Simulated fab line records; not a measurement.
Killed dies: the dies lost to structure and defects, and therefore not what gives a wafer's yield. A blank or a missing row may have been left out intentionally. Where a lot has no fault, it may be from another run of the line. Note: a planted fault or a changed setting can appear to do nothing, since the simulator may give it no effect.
fab line records    flow n5_finfet
[record] lots = 5  wafers = 15  last_day = 17
route steps=1938 shown BEOL_M5@1160 BEOL_M6@1194 PASSIVATION@1936
lots that met no fault: from a run of the same line without faults
start_h: start of the lot's first displayed wafer, in hours after the record's first day    wait_h: how many hours have passed since the lot's step before this one    " as in the row above    L1.1+2: a row that stands for several wafers    - no value present, or no start provided    * or withheld: withheld    < > ~ a bound
route shown NAME@n: NAME is a module with steps in the file, n the number in the route of the first one    usual: mean/standard deviation of fault-free wafers    same: alike in all rows    chamber/n: place in a boat    sites: each site's reading    _std_site: how widely they spread, as a standard deviation    _edge_site: inner sites' mean taken away from outer sites' mean    radius_mm: for every site, how far away it sits from the centre of the wafer    mask NAME#n: copy n    behind: the tool/chamber that last shaped the wafer    hold: why the lot went on hold/how many hours it stayed there/how the hold came to an end    device: whichever transistor did not switch (one of n, p or np)    end of line: tests run on the same wafers once the route is complete    step lacking rows: just its recipe    killed: dies lost to structure and defects at the first sort, not the wafer's yield    map: a wafer's dies, x killed, . not, _ none there
set.NAME: the run value of the setting; set.NAME@STEP: its run value at that earlier step    model.NAME: the simulator's own value behind a step, which no gauge read
certain route steps with their lots: each step a table, each wafer a row
services: a tool's chamber out of use, with start hour (start_h, from the record's first day; less than 0 if before it), hours out, and reason
[[steps]]
[step N5_BEOL_M5_TRENCH_ETCH_37]
[recipe] chemistry = C4F6/O2  target_depth_a = 716.52  target = SiCOH_lowk  time_s = 24.7  ion_energy_ev = 250  pressure_mtorr = 30  source_w = 345  bias_w = 185  Ar_flow_sccm = 300  C4F6_flow_sccm = 10  O2_flow_sccm = 10
[step N5_BEOL_M5_ETCH_41]
[recipe] chemistry = CH3F/O2  target = SiCN  target_depth_a = 315  taper_deg = 2  time_s = 56.7  ion_energy_ev = 120  mask_material = TiN  pressure_mtorr = 30  source_w = 395  bias_w = 75  Ar_flow_sccm = 150  CH3F_flow_sccm = 30  O2_flow_sccm = 20
[usual] CH3F_flow_sccm = 30.00/0.08  drypump_motor_current_A = 5.8/0.5  oes_product_au = 0.81/0.077  rf_vpp_V = 298.1/1.5  showerhead_plenum_p_Torr = 2.03/0.059  throttle_valve_pct = 16.23/0.23
lot.wafer  tool         chamber  start_h  wait_h  CH3F_flow_sccm  drypump_motor_current_A  oes_product_au  rf_hours_counter_h  rf_vpp_V  showerhead_plenum_p_Torr  throttle_valve_pct
L602.2     rie_diel-02  1        -        -       29.90           5.8                      0.68            246                 295.7     1.97                      16.81
L602.3     "            2        "        "       29.98           5.1                      0.81            88                  295.2     1.94                      16.34
L602.5     "            0        "        "       30.17           6.1                      0.75            -                   300.3     2.08                      15.94
L604.1     rie_diel-03  3        -        -       30.13           5.7                      0.91            36                  300.0     2.04                      16.15
L604.2     "            1        "        "       29.97           6.6                      0.72            212                 300.4     2.06                      16.43
L604.4     "            2        "        "       30.01           6.4                      0.86            50                  299.8     2.12                      16.12
L605.2     rie_diel-01  2        -        -       30.03           4.9                      0.81            93                  296.3     1.93                      16.04
L605.3     "            1        "        "       29.88           5.7                      0.77            149                 297.9     2.00                      16.26
L605.5     "            3        "        "       30.09           5.5                      0.87            -                   297.1     2.04                      16.21
L609.2     rie_diel-03  3        -        -       30.07           5.7                      0.87            48                  297.2     2.03                      16.17
L609.3     "            1        "        "       29.88           6.6                      0.70            224                 298.5     2.05                      16.44
L609.4     "            3        "        "       30.06           5.7                      0.87            -                   297.8     2.03                      16.18
L618.1     rie_diel-03  0        -        -       29.91           5.7                      0.87            53                  296.9     1.95                      15.85
L618.3     "            2        "        "       30.01           6.4                      0.82            76                  298.6     2.11                      16.16
L618.6     "            1        "        "       30.00           6.6                      0.70            -                   298.8     2.05                      16.47
[step N5_BEOL_M5_STRIP_91]
[recipe] chemistry = N2/H2  time_s = 10  power_w = 450  temp_c = 40  pressure_mtorr = 20  rf_frequency_hz = 6e+07  bias_power_w = 7  n2_flow_sccm = 200  h2_flow_sccm = 200
[step N5_BEOL_M5_OCD_MEAS_38]
[usual] trench_depth_nm = 71.8/0.98
lot.wafer  tool    chamber  start_h  wait_h  trench_depth_nm
L602.2     ocd-01  -        197.06   -       71.4
L602.3     "       -        "        "       71.5
L602.5     "       -        "        "       71.7
L604.1     ocd-02  -        219.43   -       73.4
L604.2     "       -        "        "       70.5
L604.4     "       -        "        "       71.7
L605.2     ocd-02  -        223.84   -       72.5
L605.3     "       -        "        "       71.5
L605.5     "       -        "        "       71.8
L609.2     ocd-02  -        251.05   -       71.9
L609.3     "       -        "        "       70.2
L609.4     "       -        "        "       73.3
L618.1     ocd-01  -        307.25   -       70.4
L618.3     "       -        "        "       71.4
L618.6     "       -        "        "       70.5
[step N5_BEOL_M5_HM_STRIP_39]
[recipe] chemistry = peroxide_tin_strip  material = TiN  target_depth_a = 250  temp_c = 50  time_s = 158
[step N5_BEOL_M5_SRD_40]
[recipe] time_s = 30  temp_c = 23  rinse_liquid = diw  dry = ipa_marangoni
[step N5_BEOL_M5_PRECLEAN_42]
[recipe] chemistry = residue_remover  time_s = 60  temp_c = 40
[step N5_BEOL_M5_SRD_43]
[recipe] time_s = 30  temp_c = 23  rinse_liquid = diw  dry = ipa_marangoni
[step N5_BEOL_M5_CD_MEAS_35]
[recipe] target_cd_nm = 28  target_cd_y_nm = 24  polarity = opening
[usual] cd_nm = 28.0/0.32
lot.wafer  tool       chamber  start_h  wait_h  cd_nm
L602.2     cd_sem-03  -        197.21   0.0     28.2
L602.3     "          -        "        "       27.3
L602.5     "          -        "        "       28.0
L604.1     cd_sem-02  -        219.59   0.0     28.6
L604.2     "          -        "        "       28.4
L604.4     "          -        "        "       28.5
L605.2     cd_sem-03  -        224.00   0.0     27.9
L605.3     "          -        "        "       28.1
L605.5     "          -        "        "       27.9
L609.2     cd_sem-02  -        251.22   0.0     28.2
L609.3     "          -        "        "       28.4
L609.4     "          -        "        "       28.8
L618.1     cd_sem-03  -        307.40   0.0     28.2
L618.3     "          -        "        "       28.1
L618.6     "          -        "        "       28.3
[step N5_BEOL_M5_CURE_80]
[recipe] temp_c = 370  time_s = 120  ambient = DMADMS/He  material = SiCOH_lowk
[step N5_BEOL_M5_DEGAS_44]
[recipe] ambient = vacuum  temp_c = 250  time_s = 60
[step N5_BEOL_M5_PRE_CLEAN_45]
[recipe] gas = H2/He  time_s = 30  temp_c = 250
[step N5_BEOL_M5_ALD_86]
[recipe] material = TaN  target_thk_a = *  temp_c = 275  ald_precursor_family = PDMAT  ald_co_reactant = NH3  pressure_torr = 3  carrier_flow_sccm = 1500  pulse_time_s = 2  purge_time_s = 3  co_reactant_purge_time_s = 2  co_reactant_pulse_time_s = 3  ald_cycles = 30  precursor_vessel_temp_c = 75  precursor_vessel_pressure_torr = 26.25  precursor_vessel_carrier_sccm = 1000
[usual] heater_power_outer_w = 230/25  heater_power_w = 414/47
lot.wafer  tool          chamber  start_h  wait_h  heater_power_outer_w  heater_power_w
L602.2     ald_metal-01  0        198.01   0.1     213                   382
L602.3     "             1        "        "       233                   451
L602.5     "             3        "        "       205                   357
L604.1     ald_metal-02  2        221.28   0.1     282                   546
L604.2     "             1        "        "       216                   380
L604.4     "             3        "        "       223                   439
L605.2     ald_metal-01  3        224.53   0.1     203                   362
L605.3     "             2        "        "       243                   424
L605.5     "             2        "        "       243                   416
L609.2     ald_metal-04  3        251.95   0.0     208                   380
L609.3     "             1        "        "       216                   385
L609.4     "             2        "        "       274                   470
L618.1     ald_metal-04  3        308.20   0.0     206                   372
L618.3     "             0        "        "       241                   420
L618.6     "             1        "        "       210                   390
[step N5_BEOL_M5_SURFACE_TREAT_87]
[recipe] gas = Ar  time_s = *  ion_energy_ev = *  ion_current_ma_cm2 = 0.5  pressure_mtorr = *  ar_flow_sccm = 30
[usual] throttle_valve_pct = *
lot.wafer  tool            chamber  start_h  wait_h  throttle_valve_pct
L602.2     pvd_sputter-03  -        198.29   0.2     *
L602.3     "               -        "        "       *
L602.5     "               -        "        "       *
L604.1     pvd_sputter-01  -        221.52   0.1     *
L604.2     "               -        "        "       *
L604.4     "               -        "        "       *
L605.2     pvd_sputter-03  -        224.79   0.2     *
L605.3     "               -        "        "       *
L605.5     "               -        "        "       *
L609.2     pvd_sputter-03  -        252.37   0.3     *
L609.3     "               -        "        "       *
L609.4     "               -        "        "       *
L618.1     pvd_sputter-03  -        308.54   0.2     *
L618.3     "               -        "        "       *
L618.6     "               -        "        "       *
[step N5_BEOL_M5_CVD_47]
[recipe] material = Co  target_thk_a = 30  temp_c = withheld  precursor = CCTBA/H2  pressure_torr = 30  time_s = 216
[step N5_BEOL_M5_SPUTTER_48]
[recipe] material = Cu  target_thk_a = 150  temp_c = -20  chamber_pressure_pa = 0.07  power_w = withheld  time_s = 27.62
[usual] throttle_valve_pct = 30.2/0.88
lot.wafer  tool            chamber  start_h  wait_h  throttle_valve_pct
L602.2     pvd_sputter-03  -        198.86   0.3     31.0
L602.3     "               -        "        "       30.2
L602.5     "               -        "        "       30.5
L604.1     pvd_sputter-02  -        221.74   0.1     31.2
L604.2     "               -        "        "       29.4
L604.4     "               -        "        "       30.1
L605.2     pvd_sputter-03  -        225.09   0.2     30.2
L605.3     "               -        "        "       30.9
L605.5     "               -        "        "       30.9
L609.2     pvd_sputter-01  -        252.86   0.1     30.9
L609.3     "               -        "        "       31.5
L609.4     "               -        "        "       29.2
L618.1     pvd_sputter-02  -        308.82   0.2     31.2
L618.3     "               -        "        "       29.3
L618.6     "               -        "        "       29.6
[step N5_BEOL_M5_ANNEAL_49]
[recipe] temp_c = 400  time_s = 1800  ambient = vacuum
[usual] heater_power_w = 832/88
lot.wafer  tool            chamber  start_h  wait_h  heater_power_w
L602.2     pvd_sputter-03  -        198.94   0.0     781
L602.3     "               -        "        "       787
L602.5     "               -        "        "       975
L604.1     pvd_sputter-02  -        221.82   0.0     691
L604.2     "               -        "        "       926
L604.4     "               -        "        "       804
L605.2     pvd_sputter-03  -        225.17   0.0     963
L605.3     "               -        "        "       781
L605.5     "               -        "        "       783
L609.2     pvd_sputter-01  -        252.94   0.0     988
L609.3     "               -        "        "       836
L609.4     "               -        "        "       767
L618.1     pvd_sputter-02  -        308.90   0.0     710
L618.3     "               -        "        "       899
L618.6     "               -        "        "       922
[step N5_BEOL_M5_SPUTTER_81]
[recipe] material = Cu  target_thk_a = 150  temp_c = -20  chamber_pressure_pa = 0.07  power_w = withheld  time_s = 27.62
[step N5_BEOL_M5_ANNEAL_82]
[recipe] temp_c = 400  time_s = 1800  ambient = vacuum
[step N5_BEOL_M5_SPUTTER_83]
[recipe] material = Cu  target_thk_a = 150  temp_c = -20  chamber_pressure_pa = 0.07  power_w = withheld  time_s = 27.62
[usual] throttle_valve_pct = 30.2/0.92
lot.wafer  tool            chamber  start_h  wait_h  throttle_valve_pct
L602.2     pvd_sputter-03  -        201.03   0.5     31.2
L602.3     "               -        "        "       30.4
L602.5     "               -        "        "       30.3
L604.1     pvd_sputter-02  -        223.91   0.5     31.2
L604.2     "               -        "        "       29.8
L604.4     "               -        "        "       29.9
L605.2     pvd_sputter-03  -        227.27   0.5     30.4
L605.3     "               -        "        "       31.2
L605.5     "               -        "        "       31.1
L609.2     pvd_sputter-01  -        255.04   0.5     31.2
L609.3     "               -        "        "       31.5
L609.4     "               -        "        "       29.1
L618.1     pvd_sputter-02  -        310.99   0.5     31.1
L618.3     "               -        "        "       29.4
L618.6     "               -        "        "       29.9
[step N5_BEOL_M5_ANNEAL_84]
[recipe] temp_c = 400  time_s = 1800  ambient = vacuum
[step N5_BEOL_M5_SPUTTER_88]
[recipe] material = Cu  target_thk_a = 150  temp_c = -20  chamber_pressure_pa = 0.07  power_w = withheld  time_s = 27.62
[step N5_BEOL_M5_ANNEAL_89]
[recipe] temp_c = 400  time_s = 1800  ambient = vacuum
[step N5_BEOL_M5_SPUTTER_90]
[recipe] material = Cu  target_thk_a = 45  temp_c = -20  chamber_pressure_pa = 0.07  power_w = withheld  time_s = 8.29
[step N5_BEOL_M5_ECD_50]
[recipe] material = Cu  target_thk_a = 3000
[step N5_BEOL_M5_ANNEAL_51]
[recipe] temp_c = 225  time_s = 90  ambient = N2
[step N5_BEOL_M5_CMP_52]
[recipe] stop_on = SiCOH_lowk  t_overpolish_s = 6.9  down_force_psi = 1  platen_rpm = 50  clearing_platen_down_force_psi = 1.5  clearing_platen_rpm = 50  post_cmp_clean = cu_alkaline  target_thk_nm = 62  clearing_platen_pad_velocity_m_s = 0.99484  pad_velocity_m_s = 0.99484
[step N5_BEOL_M5_THK_MEAS_53]
[recipe] thk_meas_gauge = xrf  reads = Cu_of_BEOL_M5_ECD_50
[usual] M5_THK = 62.6/1.4
lot.wafer  tool           chamber  start_h  wait_h  M5_THK[nm]
L602.2     film_metro-02  -        204.00   -       61.5
L602.3     "              -        "        "       60.7
L602.5     "              -        "        "       60.8
L604.1     film_metro-01  -        226.88   -       65.2
L604.2     "              -        "        "       61.4
L604.4     "              -        "        "       62.9
L605.2     film_metro-02  -        230.23   -       65.5
L605.3     "              -        "        "       62.7
L605.5     "              -        "        "       63.0
L609.2     film_metro-01  -        258.22   -       62.2
L609.3     "              -        "        "       60.5
L609.4     "              -        "        "       64.3
L618.1     film_metro-02  -        314.06   -       62.1
L618.3     "              -        "        "       63.6
L618.6     "              -        "        "       62.0
[step N5_BEOL_M5_PRE_CLEAN_77]
[recipe] gas = NH3/H2  time_s = 15  temp_c = *  rf_power_w = 300
[step N5_BEOL_M5_CO_CAP_78]
[recipe] material = Co  target_thk_a = 20  temp_c = 200  precursor = CCTBA/H2  pressure_torr = 30  time_s = 102.1
[step N5_BEOL_M5_PRE_CLEAN_55]
[recipe] gas = NH3  time_s = 15  temp_c = withheld  rf_power_w = 300
[step N5_BEOL_M5_DEP_56]
[recipe] material = SiCN  target_thk_a = 80  temp_c = withheld  precursor = 3MS/NH3  pressure_torr = 3  rf_w = 202  time_s = 14
[step N5_BEOL_M5_RS_MEAS_57]
[recipe] thk_meas_gauge = four-point-probe  reads = Co_of_BEOL_M5_CO_CAP_78+Cu_of_BEOL_M5_ECD_50+Co_of_BEOL_M5_CVD_47+TaN_of_BEOL_M5_ALD_86
[usual] M5_RS = 0.386/0.0097
lot.wafer  tool           chamber  start_h  wait_h  M5_RS[ohm/sq]
L602.2     film_metro-02  -        204.26   0.1     0.392
L602.3     "              -        "        "       0.397
L602.5     "              -        "        "       0.396
L604.1     film_metro-01  -        227.14   0.0     0.370
L604.2     "              -        "        "       0.398
L604.4     "              -        "        "       0.385
L605.2     film_metro-02  -        230.49   0.1     0.368
L605.3     "              -        "        "       0.387
L605.5     "              -        "        "       0.385
L609.2     film_metro-01  -        258.48   0.1     0.390
L609.3     "              -        "        "       0.402
L609.4     "              -        "        "       0.374
L618.1     film_metro-01  -        314.32   0.0     0.389
L618.3     "              -        "        "       0.380
L618.6     "              -        "        "       0.389
[step N5_BEOL_M6_ILD_DEP_00]
[recipe] material = SiCOH_lowk  target_thk_a = 1797.5  temp_c = 300  precursor = DEMS/porogen  pressure_torr = 5  rf_w = 500  time_s = 33.4
[step N5_BEOL_M6_CURE_74]
[recipe] temp_c = 385  time_s = 240  ambient = He/Ar  material = SiCOH_lowk
[step N5_BEOL_M6_THK_MEAS_01]
[recipe] reads = SiCOH_lowk_of_BEOL_M6_ILD_DEP_00
[usual] M6_ILD_THK = 155.4/2.3
lot.wafer  tool           chamber  start_h  wait_h  M6_ILD_THK[nm]
L602.2     film_metro-01  -        204.90   0.4     147.9
L602.3     "              -        "        "       149.1
L602.5     "              -        "        "       154.5
L604.1     film_metro-02  -        227.78   0.4     155.7
L604.2     "              -        "        "       155.8
L604.4     "              -        "        "       158.5
L605.2     film_metro-02  -        231.13   0.4     152.5
L605.3     "              -        "        "       151.3
L605.5     "              -        "        "       155.4
L609.2     film_metro-02  -        259.12   0.4     154.0
L609.3     "              -        "        "       154.7
L609.4     "              -        "        "       155.8
L618.1     film_metro-02  -        314.96   0.4     152.5
L618.3     "              -        "        "       154.0
L618.6     "              -        "        "       158.2
[step N5_BEOL_M6_PECVD_70]
[recipe] material = SiO2  target_thk_a = 200  temp_c = 400  precursor = TEOS/O2  pressure_torr = 5.5  rf_w = 450  teos_flow_sccm = 53.8  gas = O2  flow_sccm = 3000  time_s = 22.7
[step N5_BEOL_M6_HM_DEP_02]
[recipe] material = TiN  target_thk_a = 200  temp_c = 25  chamber_pressure_pa = 0.49996
[step N5_BEOL_M6_COAT_59]
[recipe] resist = SOC  temp_c = 250  time_s = 60  spin_rpm = 1500  resist_thk_nm = 100
[step N5_BEOL_M6_COAT_60]
[recipe] resist = SiARC  temp_c = 220  time_s = 60  spin_rpm = 1500  resist_thk_nm = 35
[step N5_BEOL_M6_COAT_05]
[recipe] resist = CAR-ArF  spin_rpm = 1500  resist_thk_nm = 90
[step N5_PASSIVATION_PROBE_49]
[usual] defect_limited_yield = 91.3/1.4  killed_at_M0_to_M3 = 34/10  killed_at_M4_up = 13/4.8  killed_at_contacts = 12/6.1  killed_at_front_end = 40/11  killed_at_other = 3.7/2.8  killed_dies = 103/16  killed_open = 67/12  killed_short = 34/7.4  sort_bin_5_function = 5.1/0.95  sort_bin_6_memory = 3.2/0.62  sort_n_pass = 1077/16  sort_yield_pct = 91.3/1.4
[same] gross_dies = 1180  killed_at_back_side = 0  sort_bin_4_leakage[%] = 0  sort_bin_8_speed[%] = 0
lot.wafer  tool       chamber  start_h  wait_h  defect_limited_yield[%]  killed_at_M0_to_M3  killed_at_M4_up  killed_at_contacts  killed_at_front_end  killed_at_other  killed_dies  killed_open  killed_short  sort_bin_5_function[%]  sort_bin_6_memory[%]  sort_n_pass  sort_yield_pct[%]
L618.1     prober-02  -        400.44   0.0     78.9                     37                  174              9                   28                   1                249          60           30            12.3                    4.6                   931          78.9
// killed by level:class
L618.1 BEOL_M5:unspecified=159 BEOL_M0_SAQP:geometric_particle:short=10 BEOL_M0_SAQP:geometric_particle:open=10 MOL_CONTACT_COAG:geometric_particle:open=8 BEOL_M4:geometric_particle:open=8 FIN_SAQP:geometric_particle:short=7 BEOL_M2:geometric_particle:open=6 BEOL_M3:geometric_particle:open=6
// map L618.1 (x killed, . not)
_________________.x..........________________
______________...x.............._____________
___________.........x........x..x..__________
__________.........................._________
________....x.........x..............._______
_______..xx......x......x.xxx..........______
______...........x...x.....xxxxxx.xx...._____
_____x.x.................x.xxxxxx.xx.....____
____..................x.x.xxxxxxxxxx.xx..x___
___..x................xx.xxxxxxxxxxxx....x.__
___...x...............x.xxxxxxxxxxxxx....x.__
__......................xxxxxxxxxxxxxx......_
__................xx.x.xxxxxxxxxxxxxxxxx...._
_.........x.....x......xxxxxxxxxxxxxxx.......
_.x...................xxxxxxxxxxxxx.xx.x..x.x
_......x..xx...........xxxxxxxxxxxxxxx......x
_.................x..x..xxxxxxxxxxx.x........
_..x....x...............x..xxxxxxxx.xx.......
_............x..x.x..x...x.x..xx..xx.........
_.x..........x.x.............x...............
_...x........................x.....x...x.....
__.x............................x..........x_
__.........................x....x........x.._
___...x.....x..............................__
___......................x..............x..__
____........x.....................x.......___
_____x.....xx....................x.......____
______.........x..........x...x.....x..._____
_______x...........x...x...............______
________................x.x..x........_______
__________..xx...........x.........._________
___________...x.....x..x...........__________
______________.....x............_____________
_________________............________________
// map L609.3 (x killed, . not)
_________________....x.......________________
______________....x.......x....._____________
___________...x.x...............x..__________
__________.........x............x..._________
________.x.............x.............._______
_______......x..........x............xx______
______.............x...................._____
_____...x...x...x.....x...x.....x.....x..____
____....x.................................___
___....x.................x.x.x..x..x.......__
___..x................................x...x__
__.x.........x....x................x.....x.._
__..........................x..............._
_x.x.....x.x.x....x........x...........x.x...
_..x.............x...x.................x....x
_.....x.x.......x................x........xx.
_.................x...x..............x.......
_..x.......x.........x..............x........
_..x...x..x.............x.x..................
_x.....x..x.............x..xx................
_...xxxx..................x......x.......x...
__.........x...........x..x............xx.x._
__.............x....x......................._
___......x......x...........x......x.......__
___.....x............................x...x.__
____.xxx......................x...........___
_____..............x.....................____
______.................................._____
_______x......................x..x.....______
________......x......x...x............_______
__________.x........................_________
___________......x.......xxx...x...__________
______________...............xx._____________
_________________............________________
[[services]]
tool            chamber  start_h  hours  kind
ald_metal-02    3        208.65   4.7    repair
rie_diel-02     1        210.87   -      clean
rie_diel-02     1        210.87   -      consumable_replace:focus_ring
rie_diel-02     1        210.87   26.1   scheduled_down
rie_diel-02     1        210.87   26.1   vent_cycle
rie_diel-03     3        214.67   3.1    repair
rie_diel-01     0        216.59   1.2    repair
rie_diel-02     -        219.04   0.7    repair
ald_metal-01    1        224.25   3.5    repair
rie_diel-03     2        224.91   9.3    repair
ald_metal-04    2        227.57   7.6    repair
ald_metal-01    -        240.47   2.8    pm
rie_diel-03     0        240.51   12.8   repair
rie_diel-02     3        256.42   2.8    repair
rie_diel-02     3        259.42   -      clean
rie_diel-02     3        259.42   -      consumable_replace:focus_ring
rie_diel-02     3        259.42   25.7   scheduled_down
rie_diel-02     2        267.02   6.3    repair
ald_metal-01    0        272.39   10.9   repair
pvd_sputter-01  -        300.26   1.2    repair
rie_diel-01     0        301.30   18.0   repair
rie_diel-01     2        304.72   3.9    repair
ald_metal-02    -        306.64   2.8    pm
ald_metal-02    -        309.45   2.6    repair
[[key]]
[first_sign] step = N5_PASSIVATION_PROBE_49  reading = killed_at_M4_up  direction = up  sigmas = 33  usual = 13  struck = 174
[effect] step = N5_PASSIVATION_PROBE_49  reading = defect_limited_yield  direction = down  sigmas = 9.2  usual = 91.3  struck = 78.9
[more_kills_born_at] N5_BEOL_M5_ALD_86@ald_metal-04 = 159
met_at N5_BEOL_M5_ALD_86
struck_wafers L618.1
onset_between 251.95 308.20
[fault] kind = chamber_particle_source  tool = ald_metal-04  chamber = 3  onset_h = 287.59  steps = N5_BEOL_M5_ALD_86  rate_per_visit_cm2 = 1.7054  end_h = 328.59
